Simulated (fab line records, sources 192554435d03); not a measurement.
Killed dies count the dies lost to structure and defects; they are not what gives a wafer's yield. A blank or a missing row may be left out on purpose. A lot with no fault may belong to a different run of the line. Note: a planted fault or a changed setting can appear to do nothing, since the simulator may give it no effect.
2 desks looking at one fault | flow n5 finfet | what lay behind the numbers comes last; until then each desk has only its own

== AT THE METROLOGY DESK ==
Means of the sampled wafers that have a number, per lot and without regard to the tool the lot ran on: this is what the gauges read. Any lot whose mean is over 4 standard deviations away from the usual mean is out of limits and marked OUT; that distance is given in the brackets. Of its 20 readings 7 are shown: the one that was out of limits first, and those that lie furthest out on some lot.
Columns: A = IOFF_N_LONG at N5_BEOL_M4_RC_MEAS_101, usual 5.51e-05 nA/um; B = IOFF_P at N5_BEOL_M4_RC_MEAS_101, usual 0.201 nA/um; C = IOFF_P_85C at N5_BEOL_M4_RC_MEAS_101, usual 3.5 nA/um; D = IOFF_P_LIN at N5_BEOL_M4_RC_MEAS_101, usual 0.096 nA/um; E = VT_N at N5_BEOL_M4_RC_MEAS_101, usual 250.0 mV; F = VT_N_LONG at N5_BEOL_M4_RC_MEAS_101, usual 275.0 mV; G = VT_N_LVT at N5_BEOL_M4_RC_MEAS_101, usual 98.6 mV
lot  | first seen here | A                   | B     | C   | D     | E     | F                | G
L743 | day 8 04:57     | 5.68e-05            | 0.193 | 3.4 | 0.096 | 254.1 | 275.6            | 101.3
L747 | day 8 23:53     | 5.32e-05            | 0.192 | 3.4 | 0.091 | 251.9 | 275.8            | 101.7
L746 | day 9 06:42     | 5.64e-05            | 0.212 | 3.6 | 0.100 | 248.9 | 273.6            | 95.1
L748 | day 9 10:04     | 5.41e-05            | 0.176 | 3.2 | 0.086 | 251.1 | 274.5            | 98.8
L754 | day 11 05:29    | 5.54e-05            | 0.178 | 3.2 | 0.088 | 251.2 | 275.9            | 99.7
L755 | day 11 08:53    | 5.52e-05            | 0.229 | 3.9 | 0.104 | 250.1 | 275.2            | 100.4
L762 | day 12 22:28    | 4.49e-05 (-5.1) OUT | 0.299 | 4.9 | 0.132 | 261.3 | 291.7 (+9.8) OUT | 112.8 (+5.4) OUT
L765 | day 13 23:38    | 5.41e-05            | 0.184 | 3.2 | 0.093 | 254.4 | 273.8            | 103.5
This desk finds L762 out of limits, with the earliest case on L762 at day 12 22:28 (IOFF_N_LONG at N5_BEOL_M4_RC_MEAS_101). In limits: L743, L747, L746, L748, L754, L755, L765.

== THE TOOL OWNER'S DESK: ald metal-01 ==
The tool's own readings at N5_HKMG_FIN_NWFM_ALD_20 (deposits TiAlC, target thk 2 nm, pulse time 3 s, purge time 2 s): means of the sampled wafers that have a number, for each lot that ran on this tool. Any lot whose mean is over 4 standard deviations away from the usual mean is out of limits and marked OUT; that distance is given in the brackets.
Columns: A = heater power outer w at N5_HKMG_FIN_NWFM_ALD_20, usual 276 W; B = heater power w at N5_HKMG_FIN_NWFM_ALD_20, usual 493 W; C = precursor pulse height rel at N5_HKMG_FIN_NWFM_ALD_20, usual 0.997; D = susceptor temp C at N5_HKMG_FIN_NWFM_ALD_20, usual 300.03 C
lot  | first seen here | A   | B   | C     | D
L747 | day 5 14:01     | 285 | 493 | 0.991 | 300.01
L754 | day 7 09:05     | 280 | 499 | 1.002 | 300.08
L762 | day 9 05:33     | 291 | 496 | 0.986 | 299.99
This desk's verdict: no lot among the 3 shows anything out of limits.

== ALL TOGETHER ==
Metrology desk: alarm possible at day 12 22:28 on L762.
Nothing out of limits was seen by the tool owner's desk.
The tool owner's desk has L762 on record, within its limits.
Of the lots named, all ran N5_HKMG_FIN_NWFM_ALD_20 on ald metal-01.

== WHAT THE SIMULATOR HAD INSERTED ==
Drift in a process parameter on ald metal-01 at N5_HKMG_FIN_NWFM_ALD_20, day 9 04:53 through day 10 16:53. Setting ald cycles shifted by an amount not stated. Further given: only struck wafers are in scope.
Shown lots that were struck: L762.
Delay in hours, fault start to first out-of-limits reading, per desk: metrology desk 90.
